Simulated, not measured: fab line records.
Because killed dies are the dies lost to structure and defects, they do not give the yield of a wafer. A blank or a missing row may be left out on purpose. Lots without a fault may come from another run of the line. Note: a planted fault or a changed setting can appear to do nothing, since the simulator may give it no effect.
A struck lot beside a sound one / flow n5 finfet / 36 out of 1938 route steps
Sound: these wafers, L381.2, L381.4, L381.6. Wafers L388.1, L388.2, L388.5 were the ones struck. Last of all comes the cause.
Each step with rows lists, per side, the tool, then ch with its chambers, then its first start. Under that, the readings that differ: sound wafers / struck wafers / difference of the means / sigmas: that difference in standard deviations of wafers without a fault.
alike: words and numbers the same on both sides, and readings whose means are apart by under 2 such deviations; not compared: readings that were withheld, readings missing a value for some wafer, numbers with overlapping values and no deviation given by the record, and bounds like >300 which may hide the same value.
Wherever a step has rows on one side only, a row that says differs or no value, or a row with sigmas, the two part there. When numbers do not overlap yet have no deviation, they are printed without sigmas and do not part them. A reading that every wafer of one side lacks parts them only if that side has two wafers or more.

first, 9 steps without rows for these wafers: N5_BEOL_M7_COAT_60 (time 60 s, resist thk 35 nm); N5_BEOL_M7_COAT_05 (resist thk 90 nm); N5_BEOL_M7_EBR_07; N5_BEOL_M7_SOFTBAKE_06 (time 60 s); N5_BEOL_M7_EXPOSE_08 (exposes mask M7); N5_BEOL_M7_PEB_09 (peb time 60 s); N5_BEOL_M7_DEVELOP_10 (develop time 30 s); N5_BEOL_M7_DESCUM_16 (chemistry O2, time 7.9 s); N5_BEOL_M7_ETCH_61 (etches SiARC in CF4, target depth 45.5 nm, time 75.8 s).
N5_BEOL_M7_ETCH_62: etches SOC in N2/H2, target depth 110 nm, overetch 22 nm, time 165 s.
  sound on rie diel-05 ch 0,1,3, day 10 03:55; struck on rie diel-05 ch 1,3, day 12 23:25
reading=model.SiARC_of_BEOL_M7_COAT_60.thk nm (nm); sound=28.6 28.2 28.6; struck=25.6 25.4 25.8; difference=-2.9; sigmas=
reading=model.BEOL_M7.cd offset nm (nm); sound=-0.6 0 0.2; struck=1.4 0.6 1.4; difference=+1.3; sigmas=
  alike: drypump motor current A, oes product au, rf vpp V, showerhead plenum p Torr, throttle valve pct
  not compared: rf hours counter h
then, 2 steps without rows for these wafers: N5_BEOL_M7_STRIP_68 (strips in N2/H2); N5_BEOL_M7_STRIP_67 (strips in CF4).
N5_BEOL_M7_HM_OPEN_17: chemistry Cl2/BCl3, target TiN, target depth 20 nm, overetch 6 nm.
  sound on rie metal-02 ch 1, day 10 04:08; struck on rie metal-03 ch 0,1, day 12 23:36
reading=model.BEOL_M7.cd offset nm (nm); sound=-0.4 0 0.2; struck=1.2 0.4 1.2; difference=+1.0; sigmas=
  alike: drypump motor current A, oes product au, throttle valve pct
  not compared: rf hours counter h
then, 22 steps without rows for these wafers: N5_BEOL_M7_STRIP_19 (strips in O2); N5_BEOL_M7_COAT_63 (time 60 s, resist thk 60 nm); N5_BEOL_M7_COAT_64 (time 60 s, resist thk 12 nm); N5_BEOL_M7_COAT_71 (time 60 s, resist thk 5 nm); N5_BEOL_M7_COAT_22 (resist thk 30 nm); N5_BEOL_M7_EBR_24; N5_BEOL_M7_SOFTBAKE_23 (time 60 s); N5_BEOL_M7_EXPOSE_25 (exposes mask V6, target cd 40 nm); N5_BEOL_M7_PEB_26 (peb time 60 s); N5_BEOL_M7_DEVELOP_27 (develop time 30 s); N5_BEOL_M7_DESCUM_33 (chemistry O2, time 7 s); N5_BEOL_M7_ETCH_72 (etches underlayer in N2/H2, target depth 6.5 nm, time 5.2 s); N5_BEOL_M7_ETCH_65 (etches SiARC in CF4, target depth 15.6 nm, time 26 s); N5_BEOL_M7_ETCH_66 (etches SOC in N2/H2, target depth 80 nm, overetch 16 nm, time 120 s); N5_BEOL_M7_STRIP_69 (strips in N2/H2); N5_BEOL_M7_STRIP_73 (strips in N2/H2); N5_BEOL_M7_VIA_ETCH_34 (etches SiCOH lowk in C4F6/O2, target depth 125.5 nm, time 50.5 s); N5_BEOL_M7_STRIP_76 (strips in C4F6/O2); N5_BEOL_M7_STRIP_36 (strips in N2/H2); N5_BEOL_M7_TRENCH_ETCH_37 (etches SiCOH lowk in C4F6/O2, target depth 93.478 nm, time 31.2 s); N5_BEOL_M7_ETCH_41 (etches SiCN in CH3F/O2, target depth 31.9 nm, time 57.8 s); N5_BEOL_M7_STRIP_80 (strips in N2/H2, time 10 s).
N5_BEOL_M7_CD_MEAS_35 targets a cd of 40 nm.
  sound on cd sem-03, day 10 06:55; struck on cd sem-03, day 13 00:48
reading=cd nm (nm); sound=39.9 40.3 40.3; struck=41.6 40.6 41.3; difference=+1.0; sigmas=+2

WHERE THEY PART
N5_BEOL_M7_CD_MEAS_35 only, going by this record.

WHY: what had been put in by the simulator
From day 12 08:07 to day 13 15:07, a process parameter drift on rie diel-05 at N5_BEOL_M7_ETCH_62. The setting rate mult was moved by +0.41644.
